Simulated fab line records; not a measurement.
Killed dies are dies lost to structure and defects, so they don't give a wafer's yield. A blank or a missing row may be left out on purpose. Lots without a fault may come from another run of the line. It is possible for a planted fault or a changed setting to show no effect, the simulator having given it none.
8D (eight disciplines) problem report, filled in by code :: flow n5 finfet :: the parts of the form that need people (team, actions taken, sign-off) are left out

## 1. THE PROBLEM
Mean of rf fwd power W at N5_BEOL_M5_ETCH_62: 1038.7 W across 9 wafers in 3 lots; on wafers with no fault it is 836.3 W (standard deviation 2.9). That puts it +70 standard deviations away from the usual mean.
The step: etches SOC in N2/H2, target depth 75 nm, overetch 15 nm, time 112.5 s.
First seen on wafer L276.1, day 11 01:16, on rie diel-03. The record has a number at this step for 30 wafers belonging to 10 lots. By rule, "out" or "out of limits" means more than 4 standard deviations away from the usual mean. All remaining wafers that have a number are taken as sound.

## 2. WHAT IT IS, AND WHAT IT ISN'T
question: which readings at this step
is: rf fwd power W, rf vpp V
is not: drypump motor current A, oes product au, showerhead plenum p Torr, throttle valve pct

question: which lots
is: L275, L276, L279
is not: L268, L271, L281, L282, L286, L287, L288

question: which wafers of those lots
is: all that have a number
is not: -

question: read on which tools
is: rie diel-03
is not: rie diel-04, rie diel-06

question: when
is: from day 11 01:16
is not: up to then (6 sound wafers); but 15 sound wafers of L281, L282, L286, L287, L288 came after

## 3. SUSPECTS, AND WHAT RULES EACH OUT
Counting: a tool stays on the suspect list if, at a process step up to the reading, it processed all lots that are out and no sound lot following the first of them.
- pecvd-03 at N5_BEOL_M5_PECVD_70 (deposits SiO2 from TEOS/O2, target thk 16 nm, time 18 s): ruled out as a lasting fault. Following L276 (day 10 23:21), the first lot on it that is out, the sound lots L286, L287 were run on it.
- rie diel-03 at N5_BEOL_M5_DESCUM_16 (chemistry O2, time 7 s): kept. It processed each lot that is out, first L276 at day 11 01:11, and no sound lot thereafter; up to then, the last sound lot it processed was L271 at day 9 14:08.
- rie diel-03 at N5_BEOL_M5_ETCH_62 (etches SOC in N2/H2, target depth 75 nm, overetch 15 nm, time 112.5 s): kept. It processed each lot that is out, first L276 at day 11 01:16, and no sound lot thereafter; up to then, the last sound lot it processed was L271 at day 9 14:13. On those wafers its own readings are out: rf fwd power W, rf vpp V.
What counting leaves: rie diel-03 at N5_BEOL_M5_DESCUM_16 and rie diel-03 at N5_BEOL_M5_ETCH_62.

## 4. THE CAUSE (what the simulator had put in)
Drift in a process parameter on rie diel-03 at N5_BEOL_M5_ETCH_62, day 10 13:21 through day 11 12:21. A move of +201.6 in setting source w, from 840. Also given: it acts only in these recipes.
Of the 2 suspects that counting leaves, this tool is one.

## 5. THE CHAIN OF EFFECTS, in route order
Each row: a reading where the mean over the struck wafers with a number is more than 3 standard deviations away from the usual. Only readings whose record carries a usual standard deviation are examined. hours: median over the lots of the time between each lot's start at the first step of this table that gives one and its start at this step. sigmas: the change, counted in usual standard deviations.
hours: 0
step: N5_BEOL_M5_ETCH_62
reading: rf fwd power W
usual: 836.3 W
on struck wafers: 1038.7
change: +202.4
sigmas: +70

hours: 0
step: N5_BEOL_M5_ETCH_62
reading: rf vpp V
usual: 524.3 V
on struck wafers: 487.5
change: -36.8
sigmas: -18
Here are the process steps it includes:
- N5_BEOL_M5_ETCH_62: etches SOC in N2/H2, target depth 75 nm, overetch 15 nm, time 112.5 s.

## 6. HOW IT WOULD HAVE BEEN CAUGHT EARLIER
12 hours passed between the start of the fault at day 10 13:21 and the first reading out of limits in this record, taken at day 11 01:16.
